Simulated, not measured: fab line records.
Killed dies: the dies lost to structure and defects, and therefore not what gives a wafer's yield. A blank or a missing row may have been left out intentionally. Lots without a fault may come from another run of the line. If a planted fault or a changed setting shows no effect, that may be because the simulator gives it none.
What tool caused it?    flow n5 finfet    24 lots, 72 wafers sampled, at 1 step of a route of 1938

## WHAT THE GAUGES SHOWED, per wafer
N5_BEOL_M11_CD_MEAS_11 targets a cd of 64.1 nm.
lot   measured      on         cd nm (nm)
L074  day 10 03:03  cd sem-02  63.3 63.6 63.8
L076  day 10 08:02  cd sem-01  63.7 64.1 65.6
L075  day 10 14:53  cd sem-01  64.8 65.1 65.9
L078  day 11 09:08  cd sem-01  64.6 63.7 64.2
L077  day 11 18:24  cd sem-03  64.6 64.0 64.4
L079  day 11 18:28  cd sem-03  64.5 63.5 63.9
L080  day 12 06:14  cd sem-02  63.9 64.4 65.5
L083  day 12 11:40  cd sem-02  65.3 63.7 64.6
L081  day 12 12:33  cd sem-02  64.1 65.1 63.3
L082  day 12 14:52  cd sem-02  63.3 63.4 64.7
L085  day 12 22:18  cd sem-02  64.5 63.8 62.9
L084  day 13 05:25  cd sem-03  64.7 63.8 64.2
L086  day 13 17:46  cd sem-01  65.7 64.9 64.8
L088  day 13 18:01  cd sem-01  64.4 64.6 64.3
L087  day 14 01:28  cd sem-01  63.5 63.3 64.4
L090  day 14 07:33  cd sem-02  65.5 63.9 64.0
L092  day 14 11:42  cd sem-02  64.3 62.7 63.3
L089  day 14 12:01  cd sem-01  64.1 63.8 64.2
L091  day 14 15:35  cd sem-02  65.2 64.7 64.2
L095  day 15 08:16  cd sem-03  64.6 64.8 65.3
L094  day 15 08:46  cd sem-01  64.7 64.8 64.0
L093  day 15 11:04  cd sem-01  63.6 64.6 64.8
L097  day 15 23:59  cd sem-02  63.5 64.5 65.4
L096  day 16 04:40  cd sem-01  65.0 64.6 64.6

## WHICH TOOL RAN EACH LOT (tool, then ch and the chambers of the sampled wafers, then the start)
Before these readings, the record contains no process step.

## AS READ BY THE TOOLS THEMSELVES (means over the sampled wafers that have a number; for cases with no such wafer, the mark the record gives instead)
The record holds no such reading with a usual standard deviation.

## THE ANSWER, worked out from the rows above alone
Rule: what is usual is taken from the lots themselves. The widest of any qualifying gaps counts: lots, ordered by their means at a reading, are off when they make up no more than a third of the lots, leave a main group of 4 or more, and stand apart from it by 3 or more times the standard deviation of that group's means. Not used: any main group whose means are identical at the precision the tables above print for the reading. A lot without any number at a reading at which 4 lots or more have one is off too. Where the step has rows for the other lots, those lots are counted as sound. The gauges are gone through in route order, then the tools' own readings, and for those a lot's mean is taken as printed above. The first step at which some lot is off is used, and at that step the reading that is off furthest; a lot without a number counts as furthest.
No lot is off on any of the readings shown, so nothing can be concluded from this.

## WHAT THE SIMULATOR HAD INSERTED
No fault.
